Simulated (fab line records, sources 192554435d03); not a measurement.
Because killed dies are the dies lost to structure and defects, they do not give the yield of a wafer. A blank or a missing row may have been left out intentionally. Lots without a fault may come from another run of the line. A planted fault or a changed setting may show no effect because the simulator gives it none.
Matching of chambers -- flow n5_finfet -- rie_diel-05 running N5_BEOL_M2_VIA_ETCH_34: 4 sister chambers
The step etches the open film in C4F6/O2, target depth 69.4 nm, time 65.9 s. 4 wafers are shown with their chamber, then 10 later ones without.

== WAFERS PAIRED WITH THEIR CHAMBERS ==
wafer,chamber,throttle_valve_pct (%)
L085.1,0,30.2
L085.3,2,30.4
L087.3,3,29.9
L087.4,1,31.5

== WAFERS MISSING THEIR CHAMBER ==
wafer,throttle_valve_pct (%)
L087.5,31.5
L089.1,30.2
L089.4,30.4
L089.6,30.4
L096.1,31.6
L096.2,30.0
L096.6,30.4
L097.1,30.0
L097.3,30.2
L097.5,30.2

== WHICH CHAMBER EACH WENT THROUGH ==
wafer,from the rows above,in truth
L087.5,1,1
L089.1,0,0
L089.4,2,2
L089.6,2,2
L096.1,1,1
L096.2,can't be placed: 3 or 0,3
L096.6,2,2
L097.1,can't be placed: 3 or 0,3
L097.3,0,0
L097.5,0,0
8 of 10 placed correctly. Cannot be placed on the basis of these rows: 2; the candidates contain the true chamber in 2. 0 placed wrongly.
How it was worked out, from the rows above alone: a wafer's distance from a chamber is the root of the sum, over the readings, of the square of ((its reading less the chamber's mean) divided by the reading's scatter). The wafer belongs to the nearest chamber; if the next one is less than 2 further off, it can't be placed. The mean given for a chamber averages the wafers shown for that chamber. The scatter: root of mean squared gap, hidden wafer to nearest shown wafer, with one shown wafer a chamber.
